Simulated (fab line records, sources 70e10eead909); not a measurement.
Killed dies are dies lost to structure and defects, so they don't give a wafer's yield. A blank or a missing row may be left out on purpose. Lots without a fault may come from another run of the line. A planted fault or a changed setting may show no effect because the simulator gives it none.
Which tool did it? | flow nand_harc | 21 lots, 63 wafers sampled, at 5 steps of a route of 1302

WHAT THE GAUGES READ, wafer by wafer
NHARC_A_CONTACT_CD_MEAS_53. Usual: cd_nm 289.5 nm, standard deviation 0.69.
lot  | measured     | on        | cd_nm (nm)        | flag
L075 | day 21 17:04 | cd_sem-01 | 288.9 288.4 289.0 |
L074 | day 22 04:45 | cd_sem-01 | 289.2 289.1 289.4 |
L080 | day 23 12:37 | cd_sem-01 | 289.3 289.2 289.1 |
L077 | day 23 09:44 | cd_sem-02 | 288.8 289.7 289.4 |
L078 | day 23 12:28 | cd_sem-02 | 288.7 288.4 288.9 |
L079 | day 24 04:04 | cd_sem-03 | 288.6 288.3 288.2 |
L081 | day 24 16:05 | cd_sem-02 | 289.8 289.7 288.9 |
L083 | day 25 10:35 | cd_sem-02 | 290.6 290.8 291.4 |
L084 | day 25 17:19 | cd_sem-03 | 288.0 288.1 288.0 |
L085 | day 26 02:15 | cd_sem-03 | 289.8 289.8 290.1 |
L086 | day 26 18:53 | cd_sem-02 | 290.4 290.0 289.9 |
L089 | day 26 23:52 | cd_sem-03 | 289.5 289.3 289.1 |
L088 | day 26 19:02 | cd_sem-03 | 289.8 289.7 290.1 |
L087 | day 27 00:21 | cd_sem-01 | 289.3 289.0 289.3 |
L091 | day 27 21:23 | cd_sem-02 | 289.9 290.1 290.4 |
L092 | day 29 03:04 | cd_sem-01 | 288.4 288.4 288.0 |
L093 | day 29 03:56 | cd_sem-02 | 290.0 290.1 290.0 |
L094 | day 30 03:54 | cd_sem-03 | 289.2 289.9 290.0 |
L096 | day 30 07:39 | cd_sem-03 | 289.9 290.2 289.9 |
L095 | day 30 07:23 | cd_sem-03 | 289.9 289.7 290.2 |
L097 | day 31 09:16 | cd_sem-02 | 289.4 289.6 289.2 |

WHICH TOOL RAN EACH LOT (tool, then ch and the chambers of the sampled wafers, then the start)
lot  | NHARC_A_SGD_CUT_ETCHBACK_24        | NHARC_A_SLIT_DESCUM_14             | NHARC_A_CONTACT_DEP_29          | NHARC_A_CONTACT_ETCH_51
L075 | rie_diel-01 ch 0,1,3, day 19 16:17 | rie_diel-06 ch 0,2,3, day 19 21:46 | pecvd-04 ch 0,2, day 21 11:04   | rie_diel-02 ch 0,2,3, day 21 17:04 or earlier
L074 | rie_diel-11 ch 0,1,3, day 19 21:01 | rie_diel-04 ch 0,1,3, day 20 03:25 | pecvd-04 ch 1,2, day 21 21:54   | rie_diel-13 ch 0,1,2, day 22 04:45 or earlier
L080 | rie_diel-11 ch 2,3, day 21 09:09   | rie_diel-06 ch 1,2,3, day 21 15:42 | pecvd-01 ch 0,1, day 23 06:34   | rie_diel-13 ch 1,2, day 23 12:37 or earlier
L077 | rie_diel-01 ch 0,2,3, day 21 09:11 | rie_diel-04 ch 0,1,3, day 21 16:11 | pecvd-01 ch 1,2, day 23 03:44   | rie_diel-02 ch 0,1,3, day 23 09:44 or earlier
L078 | rie_diel-03 ch 0,2,3, day 21 09:11 | rie_diel-06 ch 0,1,3, day 21 19:21 | pecvd-04 ch 0,1,2, day 23 06:31 | rie_diel-02 ch 1,3, day 23 12:28 or earlier
L079 | rie_diel-01 ch 0,2,3, day 21 19:51 | rie_diel-08 ch 0,2,3, day 22 01:40 | pecvd-04 ch 0,1,2, day 23 20:55 | rie_diel-13 ch 1,2, day 24 04:04 or earlier
L081 | rie_diel-03 ch 0,1, day 22 15:19   | rie_diel-06 ch 0,1,3, day 22 20:50 | pecvd-04 ch 0,1,2, day 24 10:09 | rie_diel-13 ch 1,2, day 24 16:05 or earlier
L083 | rie_diel-03 ch 0,1,2, day 23 04:33 | rie_diel-06 ch 0,1,2, day 23 12:00 | pecvd-04 ch 0,2, day 25 04:22   | rie_diel-13 ch 1,2,3, day 25 10:35 or earlier
L084 | rie_diel-11 ch 2,3, day 23 15:31   | rie_diel-06 ch 1,3, day 23 21:26   | pecvd-01 ch 0,1,2, day 25 11:29 | rie_diel-02 ch 1,2,3, day 25 17:19 or earlier
L085 | rie_diel-01 ch 1,2,3, day 24 01:17 | rie_diel-06 ch 0,3, day 24 06:47   | pecvd-01 ch 0,2, day 25 20:25   | rie_diel-07 ch 0,2,3, day 26 02:15 or earlier
L086 | rie_diel-01 ch 1,2,3, day 24 19:36 | rie_diel-06 ch 0,3, day 25 01:00   | pecvd-04 ch 0,2, day 26 12:52   | rie_diel-02 ch 1,2,3, day 26 18:53 or earlier
L089 | rie_diel-11 ch 0,2,3, day 24 19:36 | rie_diel-04 ch 0,1,3, day 25 01:24 | pecvd-02 ch 0,2, day 26 17:08   | rie_diel-02 ch 1,2,3, day 26 23:52 or earlier
L088 | rie_diel-03 ch 1,2,3, day 24 19:37 | rie_diel-08 ch 1,2, day 25 00:46   | pecvd-01 ch 1,2, day 26 12:53   | rie_diel-13 ch 0,2, day 26 19:02 or earlier
L087 | rie_diel-03 ch 1,2,3, day 24 23:04 | rie_diel-04 ch 0,3, day 25 05:13   | pecvd-01 ch 1,2, day 26 18:20   | rie_diel-13 ch 0,1,2, day 27 00:21 or earlier
L091 | rie_diel-01 ch 0,2,3, day 25 18:46 | rie_diel-08 ch 0,2, day 26 01:25   | pecvd-01 ch 0,1, day 27 15:24   | rie_diel-07 ch 0,2,3, day 27 21:23 or earlier
L092 | rie_diel-11 ch 0,3, day 26 18:47   | rie_diel-08 ch 0,1,2, day 27 05:01 | pecvd-02 ch 0,1,2, day 28 20:22 | rie_diel-02 ch 1,2, day 29 03:04 or earlier
L093 | rie_diel-01 ch 1,2,3, day 26 18:50 | rie_diel-06 ch 1,2,3, day 27 05:20 | pecvd-04 ch 0,1,2, day 28 20:27 | rie_diel-02 ch 0,1,3, day 29 03:56 or earlier
L094 | rie_diel-11 ch 0,2,3, day 27 22:16 | rie_diel-06 ch 1,2, day 28 03:38   | pecvd-04 ch 0,1,2, day 29 22:03 | rie_diel-02 ch 0,2,3, day 30 03:54 or earlier
L096 | rie_diel-11 ch 1,3, day 28 08:08   | rie_diel-08 ch 0,2, day 28 13:35   | pecvd-02 ch 0,1,2, day 30 01:34 | rie_diel-07 ch 0,3, day 30 07:39 or earlier
L095 | rie_diel-01 ch 0,2,3, day 28 08:10 | rie_diel-04 ch 2,3, day 28 13:27   | pecvd-01 ch 0,1,2, day 30 01:32 | rie_diel-02 ch 0,2, day 30 07:23 or earlier
L097 | rie_diel-01 ch 2,3, day 29 10:07   | rie_diel-06 ch 1,2,3, day 29 15:22 | pecvd-01 ch 0,1, day 31 03:21   | rie_diel-02 ch 0,1,3, day 31 09:16 or earlier
- NHARC_A_SGD_CUT_ETCHBACK_24: etches the open film in CH3F/O2, target depth 50 nm, time 92.857 s.
- NHARC_A_SLIT_DESCUM_14: chemistry O2, time 3 s.
- NHARC_A_CONTACT_DEP_29: deposits SiON, target thk 100 nm.
- NHARC_A_CONTACT_ETCH_51: etches the open film in O2/COS, target depth 7000 nm, time 1820 s.

WHAT THE TOOLS THEMSELVES READ (means of the sampled wafers that have a number; where no wafer has one, the mark that the record gives instead)
NHARC_A_SGD_CUT_ETCHBACK_24. Usual: chamber_pressure_mTorr 24.998 mTorr, standard deviation 0.022; drypump_motor_current_A 5.6 A, standard deviation 0.35; oes_product_au 0.97 a.u., standard deviation 0.033; rf_vpp_V 244.0 V, standard deviation 1.9; showerhead_plenum_p_Torr 2.44 Torr, standard deviation 0.12; throttle_valve_pct 20.665 %, standard deviation 0.0097.
lot  | tool        | chamber_pressure_mTorr (mTorr) | drypump_motor_current_A (A) | oes_product_au (a.u.) | rf_vpp_V (V) | showerhead_plenum_p_Torr (Torr) | throttle_valve_pct (%) | flag
L075 | rie_diel-01 | 25.000                         | 5.4                         | 0.99                  | 244.2        | 2.47                            | 20.675                 |
L074 | rie_diel-11 | 24.993                         | 5.4                         | 1.00                  | 244.5        | 2.48                            | 20.666                 |
L080 | rie_diel-11 | 25.012                         | 5.3                         | 1.00                  | 243.2        | 2.38                            | 20.656                 |
L077 | rie_diel-01 | 25.003                         | 5.5                         | 0.92                  | 245.0        | 2.49                            | 20.670                 |
L078 | rie_diel-03 | 24.994                         | 5.6                         | 1.00                  | 243.7        | 2.42                            | 20.663                 |
L079 | rie_diel-01 | 24.994                         | 5.5                         | 1.00                  | 245.3        | 2.49                            | 20.669                 |
L081 | rie_diel-03 | 25.017                         | 5.8                         | 0.97                  | 241.7        | 2.31                            | 20.666                 |
L083 | rie_diel-03 | 24.986                         | 5.7                         | 0.92                  | 241.9        | 2.33                            | 20.661                 |
L084 | rie_diel-11 | 24.975                         | 5.3                         | 0.93                  | 242.4        | 2.37                            | 20.652                 |
L085 | rie_diel-01 | 25.006                         | 5.5                         | 0.93                  | 244.4        | 2.43                            | 20.672                 |
L086 | rie_diel-01 | 25.014                         | 5.4                         | 1.00                  | 243.4        | 2.43                            | 20.666                 |
L089 | rie_diel-11 | 24.999                         | 5.4                         | 1.00                  | 243.8        | 2.37                            | 20.668                 |
L088 | rie_diel-03 | 25.003                         | 6.1                         | 0.99                  | 243.3        | 2.39                            | 20.664                 |
L087 | rie_diel-03 | 24.994                         | 6.0                         | 0.99                  | 243.6        | 2.39                            | 20.660                 |
L091 | rie_diel-01 | 25.002                         | 5.5                         | 1.00                  | 244.9        | 2.48                            | 20.656                 |
L092 | rie_diel-11 | 25.004                         | 5.2                         | 1.00                  | 242.2        | 2.39                            | 20.674                 |
L093 | rie_diel-01 | 24.983                         | 5.4                         | 0.93                  | 244.1        | 2.43                            | 20.656                 |
L094 | rie_diel-11 | 24.998                         | 5.4                         | 0.94                  | 242.9        | 2.37                            | 20.670                 |
L096 | rie_diel-11 | 25.013                         | 5.4                         | 0.93                  | 244.5        | 2.47                            | 20.657                 |
L095 | rie_diel-01 | 25.001                         | 5.5                         | 1.00                  | 244.4        | 2.48                            | 20.676                 |
L097 | rie_diel-01 | 25.018                         | 5.6                         | 0.93                  | 244.2        | 2.45                            | 20.675                 |

NHARC_A_SLIT_DESCUM_14. Usual: chamber_pressure_mTorr 60.00 mTorr, standard deviation 0.052; drypump_motor_current_A 5.7 A, standard deviation 0.44; oes_product_au 1.000 a.u., standard deviation 0.0084; rf_vpp_V 57.8 V, standard deviation 0.88; showerhead_plenum_p_Torr 1.92 Torr, standard deviation 0.066; throttle_valve_pct 11.311 %, standard deviation 0.0095.
lot  | tool        | chamber_pressure_mTorr (mTorr) | drypump_motor_current_A (A) | oes_product_au (a.u.) | rf_vpp_V (V) | showerhead_plenum_p_Torr (Torr) | throttle_valve_pct (%) | flag
L075 | rie_diel-06 | 59.98                          | 5.5                         | 1.008                 | 57.5         | 1.94                            | 11.306                 |
L074 | rie_diel-04 | 59.94                          | 5.7                         | 1.001                 | 57.5         | 1.90                            | 11.314                 |
L080 | rie_diel-06 | 60.03                          | 5.9                         | 0.991                 | 58.1         | 1.96                            | 11.315                 |
L077 | rie_diel-04 | 59.96                          | 5.7                         | 0.993                 | 57.1         | 1.90                            | 11.307                 |
L078 | rie_diel-06 | 60.03                          | 5.6                         | 1.000                 | 57.6         | 1.93                            | 11.308                 |
L079 | rie_diel-08 | 60.03                          | 5.8                         | 1.006                 | 58.5         | 1.93                            | 11.306                 |
L081 | rie_diel-06 | 60.03                          | 5.6                         | 0.990                 | 58.4         | 1.93                            | 11.310                 |
L083 | rie_diel-06 | 59.93                          | 5.5                         | 0.997                 | 58.0         | 1.92                            | 11.314                 |
L084 | rie_diel-06 | 60.02                          | 6.0                         | 1.004                 | 57.9         | 1.95                            | 11.300                 |
L085 | rie_diel-06 | 60.03                          | 5.6                         | 0.994                 | 58.4         | 1.94                            | 11.310                 |
L086 | rie_diel-06 | 60.02                          | 5.2                         | 0.994                 | 57.9         | 1.90                            | 11.312                 |
L089 | rie_diel-04 | 59.96                          | 5.7                         | 1.005                 | 57.0         | 1.90                            | 11.308                 |
L088 | rie_diel-08 | 60.00                          | 5.5                         | 1.008                 | 58.2         | 1.83                            | 11.318                 |
L087 | rie_diel-04 | 60.01                          | 5.4                         | 0.995                 | 58.1         | 1.93                            | 11.321                 |
L091 | rie_diel-08 | 60.07                          | 5.7                         | 1.011                 | 58.2         | 1.96                            | 11.307                 |
L092 | rie_diel-08 | 59.99                          | 5.6                         | 1.005                 | 58.4         | 1.90                            | 11.313                 |
L093 | rie_diel-06 | 60.00                          | 6.0                         | 1.000                 | 57.5         | 1.96                            | 11.315                 |
L094 | rie_diel-06 | 59.99                          | 6.0                         | 0.995                 | 58.3         | 1.94                            | 11.312                 |
L096 | rie_diel-08 | 60.00                          | 5.7                         | 1.010                 | 58.2         | 1.96                            | 11.323                 |
L095 | rie_diel-04 | 60.01                          | 5.4                         | 0.990                 | 58.0         | 1.98                            | 11.302                 |
L097 | rie_diel-06 | 59.98                          | 6.0                         | 1.004                 | 58.8         | 1.96                            | 11.308                 |

NHARC_A_CONTACT_DEP_29. Usual: heater_power_w 687 W, standard deviation 74.
lot  | tool     | heater_power_w (W) | flag
L075 | pecvd-04 | 758                |
L074 | pecvd-04 | 684                |
L080 | pecvd-01 | 724                |
L077 | pecvd-01 | 703                |
L078 | pecvd-04 | 668                |
L079 | pecvd-04 | 713                |
L081 | pecvd-04 | 727                |
L083 | pecvd-04 | 777                |
L084 | pecvd-01 | 728                |
L085 | pecvd-01 | 667                |
L086 | pecvd-04 | 723                |
L089 | pecvd-02 | 593                |
L088 | pecvd-01 | 736                |
L087 | pecvd-01 | 670                |
L091 | pecvd-01 | 755                |
L092 | pecvd-02 | 595                |
L093 | pecvd-04 | 660                |
L094 | pecvd-04 | 654                |
L096 | pecvd-02 | 621                |
L095 | pecvd-01 | 699                |
L097 | pecvd-01 | 706                |

NHARC_A_CONTACT_ETCH_51. Usual: chamber_pressure_mTorr 20.003 mTorr, standard deviation 0.017; drypump_motor_current_A 6.14 A, standard deviation 0.26; oes_product_au 1.003 a.u., standard deviation 0.0071; rf_vpp_V 315.1 V, standard deviation 2.7; showerhead_plenum_p_Torr 3.18 Torr, standard deviation 0.18; throttle_valve_pct 28.331 %, standard deviation 0.0093.
lot  | tool        | chamber_pressure_mTorr (mTorr) | drypump_motor_current_A (A) | oes_product_au (a.u.) | rf_vpp_V (V) | showerhead_plenum_p_Torr (Torr) | throttle_valve_pct (%) | flag
L075 | rie_diel-02 | 19.996                         | 6.09                        | 1.007                 | 314.6        | 3.17                            | 28.331                 |
L074 | rie_diel-13 | 19.996                         | 6.37                        | 0.999                 | 315.2        | 3.18                            | 28.324                 |
L080 | rie_diel-13 | 20.022                         | 6.36                        | 1.004                 | 315.3        | 3.26                            | 28.330                 |
L077 | rie_diel-02 | 20.001                         | 5.97                        | 1.001                 | 315.7        | 3.21                            | 28.339                 |
L078 | rie_diel-02 | 20.001                         | 5.88                        | 1.004                 | 315.6        | 3.20                            | 28.334                 |
L079 | rie_diel-13 | 20.007                         | 6.31                        | 1.003                 | 317.3        | 3.30                            | 28.323                 |
L081 | rie_diel-13 | 20.008                         | 6.37                        | 1.004                 | 316.1        | 3.26                            | 28.336                 |
L083 | rie_diel-13 | 20.011                         | 6.26                        | 1.000                 | 314.5        | 3.16                            | 28.333                 |
L084 | rie_diel-02 | 20.009                         | 6.01                        | 1.008                 | 315.2        | 3.16                            | 28.334                 |
L085 | rie_diel-07 | 20.003                         | 6.06                        | 0.990                 | 316.2        | 3.22                            | 28.328                 |
L086 | rie_diel-02 | 20.009                         | 6.02                        | 1.003                 | 314.2        | 3.16                            | 28.335                 |
L089 | rie_diel-02 | 19.994                         | 6.01                        | 1.005                 | 314.6        | 3.16                            | 28.334                 |
L088 | rie_diel-13 | 20.002                         | 6.34                        | 0.999                 | 315.4        | 3.20                            | 28.330                 |
L087 | rie_diel-13 | 19.999                         | 6.39                        | 1.002                 | 315.8        | 3.16                            | 28.330                 |
L091 | rie_diel-07 | 20.007                         | 6.05                        | 0.993                 | 315.7        | 3.22                            | 28.330                 |
L092 | rie_diel-02 | 20.012                         | 6.27                        | 1.013                 | 316.1        | 3.26                            | 28.332                 |
L093 | rie_diel-02 | 20.003                         | 5.96                        | 0.997                 | 315.3        | 3.19                            | 28.331                 |
L094 | rie_diel-02 | 20.010                         | 6.07                        | 1.008                 | 314.3        | 3.16                            | 28.333                 |
L096 | rie_diel-07 | 19.997                         | 6.12                        | 0.995                 | 316.9        | 3.30                            | 28.330                 |
L095 | rie_diel-02 | 20.004                         | 6.28                        | 1.009                 | 316.7        | 3.30                            | 28.324                 |
L097 | rie_diel-02 | 19.987                         | 5.94                        | 1.004                 | 315.2        | 3.19                            | 28.325                 |

THE ANSWER, worked out from the rows above alone
Rule: a lot is off if the mean of its wafers that have a number lies more than 3 standard deviations from the usual mean. A lot without any number at a reading at which 4 lots or more have one is off too. The other lots that the step has rows for count as sound. The gauges are gone through in route order, then the tools' own readings, and for those a lot's mean is taken as printed above. The first step at which some lot is off is used, and at that step the reading that is off furthest; a lot without a number counts as furthest.
No lot is off at any reading shown: from this, nothing can be told.

WHAT THE SIMULATOR HAD PUT IN
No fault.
